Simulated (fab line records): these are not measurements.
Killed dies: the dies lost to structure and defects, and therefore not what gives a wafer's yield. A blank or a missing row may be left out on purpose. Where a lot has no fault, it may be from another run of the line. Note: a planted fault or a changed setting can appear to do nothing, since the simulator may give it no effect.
Chamber matching | flow nand_harc | 3 sister chambers for NHARC_A_STAIRCASE_DEP_325 on pecvd-03
The step deposits SiO2, target thk 7200 nm. 20 wafers are shown with their chamber, then 10 later ones without.

## EACH WAFER AND ITS CHAMBER
wafer  | chamber | heater_power_w (W)
L075.1 | 2       | 560
L075.2 | 0       | 629
L075.6 | 1       | 514
L076.3 | 0       | 628
L076.4 | 1       | 524
L076.5 | 0       | 586
L080.2 | 0       | 628
L080.4 | 0       | 608
L080.6 | 2       | 424
L081.1 | 0       | 728
L081.5 | 2       | 437
L081.6 | 0       | 587
L083.1 | 2       | 532
L083.3 | 1       | 598
L083.5 | 1       | 526
L085.2 | 0       | 704
L085.3 | 1       | 562
L085.5 | 1       | 513
L089.1 | 1       | 650
L089.5 | 1       | 523

SIGNATURES, as means of the wafers listed above
reading        | chamber 0 | chamber 1 | chamber 2 | scatter within a chamber
heater_power_w | 637.25    | 551.25    | 488.25    | 54.1
Rule: distance of a wafer from a chamber = root of the sum over the readings of ((wafer's reading minus chamber's mean) / reading's scatter) squared. The wafer belongs to the nearest chamber; if the next one is less than 2 further off, it can't be placed. How the scatter is found: for the shown wafers, subtract from each reading the mean of its chamber, square and add these, divide the total by (wafers less chambers), then take the root.

## WAFERS WITH NO CHAMBER GIVEN
wafer  | heater_power_w (W)
L089.6 | 607
L091.4 | 514
L091.5 | 443
L091.6 | 589
L093.2 | 503
L093.5 | 430
L093.6 | 593
L097.2 | 585
L097.3 | 472
L097.4 | 606

## WHICH CHAMBER EACH WENT THROUGH
wafer  | from the rows above          | in truth
L089.6 | can't be placed: 0 or 1 or 2 | 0
L091.4 | can't be placed: 2 or 1 or 0 | 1
L091.5 | can't be placed: 2 or 1      | 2
L091.6 | can't be placed: 1 or 0 or 2 | 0
L093.2 | can't be placed: 2 or 1      | 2
L093.5 | can't be placed: 2 or 1      | 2
L093.6 | can't be placed: 1 or 0 or 2 | 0
L097.2 | can't be placed: 1 or 0 or 2 | 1
L097.3 | can't be placed: 2 or 1      | 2
L097.4 | can't be placed: 0 or 1 or 2 | 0
Correctly placed: 0 of 10. Not placeable from these rows: 10 (in 10, the candidates include the true chamber). Number placed wrongly: 0.
